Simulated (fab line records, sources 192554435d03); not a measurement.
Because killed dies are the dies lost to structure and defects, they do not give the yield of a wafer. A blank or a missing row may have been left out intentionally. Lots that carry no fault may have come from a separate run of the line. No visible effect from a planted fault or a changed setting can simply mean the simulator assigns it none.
What tool caused it?	flow n5-finfet	9 lots with 27 wafers sampled at 5 steps, on a route of 1938 steps

WHAT THE GAUGES READ, wafer by wafer
N5_HKMG_FIN_CD_MEAS_49: target cd 202 nm.
lot	measured	on	cd-nm (nm)
L757	day 4 00:32	cd-sem-01	202.0 201.4 202.0
L763	day 5 14:54	cd-sem-01	201.8 201.8 201.3
L764	day 5 20:55	cd-sem-02	202.2 201.0 201.4
L771	day 7 15:02	cd-sem-03	201.9 202.1 202.1
L772	day 7 19:45	cd-sem-01	201.7 201.5 201.4
L774	day 8 08:26	cd-sem-03	200.9 201.1 201.1
L775	day 8 13:11	cd-sem-01	201.5 201.7 201.2
L776	day 8 23:05	cd-sem-02	202.0 201.5 201.4
L777	day 9 00:53	cd-sem-02	202.2 202.6 201.8

N5_BEOL_M4_RC_MEAS_101.
lot	measured	on	DIBL_N (mV/V)	DIBL_P (mV/V)	IOFF_N (nA/um)	IOFF_P (nA/um)	ION_N (uA/um)	ION_P (uA/um)	SS_N (mV/dec)	SS_P (mV/dec)	VT_N (mV)	VT_P (mV)
L757	day 8 00:50	prober-02	35.3 36.9 34.4	35.2 37.2 33.8	0.137 0.162 0.120	0.175 0.197 0.152	660 679 660	453 461 450	71.3 71.8 70.7	73.1 73.7 72.3	250.9 249.6 254.1	-254.6 -255.0 -257.9
L763	day 10 07:00	prober-01	36.8 36.9 35.7	37.2 35.8 35.7	0.170 0.168 0.149	0.235 0.222 0.217	681 685 671	470 469 467	72.2 70.7 71.8	73.8 73.4 73.9	248.3 248.3 252.0	-249.1 -250.4 -249.9
L764	day 10 09:09	prober-01	37.4 37.9 38.0	38.0 38.7 39.7	0.171 0.185 0.196	0.221 0.240 0.259	674 677 682	466 466 477	72.1 70.7 72.0	74.5 74.4 74.4	248.5 249.1 246.2	-248.4 -250.1 -249.4
L771	day 12 04:38	prober-02	36.0 37.6 36.6	36.8 37.8 36.5	0.177 0.198 0.174	0.237 0.244 0.235	687 664 676	471 460 465	71.6 72.9 71.9	73.8 74.2 73.4	243.4 246.2 246.1	-248.4 -247.6 -246.4
L772	day 12 12:07	prober-02	35.8 36.5 36.9	36.8 36.9 37.4	0.158 0.169 0.172	0.238 0.254 0.271	678 690 675	472 474 474	72.3 71.4 71.3	73.4 73.7 73.6	247.3 245.1 250.5	-251.2 -247.2 -245.2
L774	day 12 15:20	prober-01	34.7 35.2 34.3	36.2 36.0 35.4	0.135 0.140 0.126	0.171 0.176 0.161	677 667 663	456 455 456	71.2 71.5 71.2	72.8 73.7 73.0	253.7 252.1 253.5	-255.0 -255.3 -255.1
L775	day 13 16:50	prober-02	34.6 36.1 35.8	34.6 35.9 36.2	0.142 0.158 0.146	0.180 0.198 0.207	679 679 666	461 460 456	70.4 71.5 71.8	72.8 73.5 73.4	248.7 250.2 252.1	-251.5 -250.3 -248.1
L776	day 13 15:25	prober-01	33.7 33.9 34.0	34.3 34.7 35.1	0.136 0.137 0.144	0.213 0.212 0.223	665 670 686	462 466 476	70.9 70.4 71.5	73.3 72.4 73.6	251.6 250.3 251.4	-247.8 -248.5 -245.7
L777	day 13 21:12	prober-01	35.8 32.8 34.9	38.0 34.6 37.1	0.168 0.121 0.152	0.216 0.176 0.203	673 669 685	462 460 474	71.5 71.3 71.5	73.4 72.8 73.5	249.3 251.3 252.4	-252.6 -253.5 -249.4

WHICH TOOL RAN EACH LOT (tool, then ch and the chambers of the sampled wafers, then the start)
lot	N5_HKMG_FIN_ETCH_54	N5_HKMG_FIN_ETCH_55	N5_HKMG_FIN_CVD_62
L757	rie-diel-06 ch 0,2, day 4 00:39	rie-diel-06 ch 0,2, day 4 00:43	thermal-cvd-si-01 ch 0,1,2, day 4 02:20
L763	rie-diel-05 ch 1,2,3, day 5 15:01	rie-diel-05 ch 1,2,3, day 5 15:05	thermal-cvd-si-01 ch 1,2, day 5 16:43
L764	rie-diel-06 ch 0,1, day 5 21:02	rie-diel-06 ch 0,1, day 5 21:05	thermal-cvd-si-02 ch 0,1,2, day 5 22:44
L771	rie-diel-06 ch 1,3, day 7 16:26	rie-diel-06 ch 1,3, day 7 16:30	thermal-cvd-si-01 ch 0,1, day 7 18:08
L772	rie-diel-06 ch 0,1,3, day 7 21:03	rie-diel-06 ch 0,1,3, day 7 21:06	thermal-cvd-si-02 ch 0,1,2, day 7 22:45
L774	rie-diel-03 ch 0,2,3, day 8 08:33	rie-diel-03 ch 0,2,3, day 8 08:37	thermal-cvd-si-02 ch 0,2, day 8 10:16
L775	rie-diel-05 ch 0,1,3, day 8 13:19	rie-diel-05 ch 0,1,3, day 8 13:22	thermal-cvd-si-01 ch 0,1,2, day 8 15:00
L776	rie-diel-03 ch 1,2, day 8 23:12	rie-diel-03 ch 1,2, day 8 23:15	thermal-cvd-si-02 ch 0,1,2, day 9 00:53
L777	rie-diel-03 ch 0,2, day 9 01:01	rie-diel-03 ch 0,2, day 9 01:04	thermal-cvd-si-01 ch 0,1, day 9 02:42
- N5_HKMG_FIN_ETCH_54: etches SiARC in CF4, target depth 45.5 nm, time 75.8 s.
- N5_HKMG_FIN_ETCH_55: etches SOC in N2/H2, target depth 240 nm, time 300 s.
- N5_HKMG_FIN_CVD_62: deposits a-Si from Si2H6, target thk 3 nm, time 20.8 s.

AS READ BY THE TOOLS THEMSELVES (means over the sampled wafers that have a number; for cases with no such wafer, the mark the record gives instead)
N5_HKMG_FIN_ETCH_54.
lot	tool	drypump-motor-current-A (A)	etch-rf-on-time-s (s)	oes-product-au (a.u.)	rf-vpp-V (V)	showerhead-plenum-p-Torr (Torr)	throttle-valve-pct (%)
L757	rie-diel-06	6.0	75.2	0.70	182.9	2.10	15.50
L763	rie-diel-05	5.7	76.7	0.59	182.1	2.04	15.61
L764	rie-diel-06	5.7	74.8	0.77	184.0	2.15	15.39
L771	rie-diel-06	5.7	88.2	0.72	184.4	2.22	15.35
L772	rie-diel-06	5.9	89.6	0.69	183.9	2.15	15.40
L774	rie-diel-03	5.9	76.1	0.63	184.3	2.11	15.78
L775	rie-diel-05	5.7	75.5	0.60	182.8	2.04	15.72
L776	rie-diel-03	6.0	74.9	0.74	184.0	2.12	15.77
L777	rie-diel-03	5.8	75.4	0.61	183.2	2.06	15.71

N5_HKMG_FIN_ETCH_55.
lot	tool	drypump-motor-current-A (A)	oes-product-au (a.u.)	rf-vpp-V (V)	showerhead-plenum-p-Torr (Torr)	throttle-valve-pct (%)
L757	rie-diel-06	6.0	0.82	523	2.49	17.74
L763	rie-diel-05	5.7	0.69	520	2.40	17.77
L764	rie-diel-06	5.7	0.90	524	2.55	17.67
L771	rie-diel-06	5.8	0.92	526	2.64	17.74
L772	rie-diel-06	5.9	0.88	524	2.56	17.71
L774	rie-diel-03	6.0	0.74	523	2.51	17.97
L775	rie-diel-05	5.7	0.70	520	2.41	17.90
L776	rie-diel-03	6.0	0.87	523	2.52	18.08
L777	rie-diel-03	5.7	0.71	521	2.45	17.90

N5_HKMG_FIN_CVD_62.
lot	tool	heater-power-w (W)
L757	thermal-cvd-si-01	1550
L763	thermal-cvd-si-01	1402
L764	thermal-cvd-si-02	1376
L771	thermal-cvd-si-01	1676
L772	thermal-cvd-si-02	1373
L774	thermal-cvd-si-02	1426
L775	thermal-cvd-si-01	1544
L776	thermal-cvd-si-02	1385
L777	thermal-cvd-si-01	1626

THE ANSWER, worked out from the rows above alone
Rule: usual is defined by the lots themselves. The widest of any qualifying gaps counts: lots, ordered by their means at a reading, are off when they make up no more than a third of the lots, leave a main group of 4 or more, and stand apart from it by 3 or more times the standard deviation of that group's means. Not used: any main group whose means are identical at the precision the tables above print for the reading. A lot without any number at a reading at which 4 lots or more have one is off too. The other lots that the step has rows for count as sound. Order of review: gauges by route order, followed by the tools' own readings, for which a lot's mean as printed above is used. At the first step where some lot is off, the reading lying furthest off is the one used; lots without a number count as furthest.
Off at N5_HKMG_FIN_ETCH_54 (etch-rf-on-time-s): L771, L772. Main group: mean 75.5 s, sd 0.63.
If a tool, at that step or one of the process steps before it, ran each lot that is off and ran no sound lot following the first of them, it fits. One candidate fits, namely rie-diel-06 at N5_HKMG_FIN_ETCH_54. A fault onset in the window from L764 (day 5 21:02, its last sound lot) to L771 (day 7 16:26, its first lot off) fits.
The tool's own readings at N5_HKMG_FIN_ETCH_54 bear it out: on the lots that are off they differ by more than 5 times the standard deviation of the sound lots' means. etch-rf-on-time-s reads 88.9 s there against 75.5 s on the sound lots.

WHAT HAD BEEN PUT IN BY THE SIMULATOR
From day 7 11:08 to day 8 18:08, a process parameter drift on rie-diel-06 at N5_HKMG_FIN_ETCH_54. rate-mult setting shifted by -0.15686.
Struck lots among those shown: L771, L772. The same result came from the rule above.
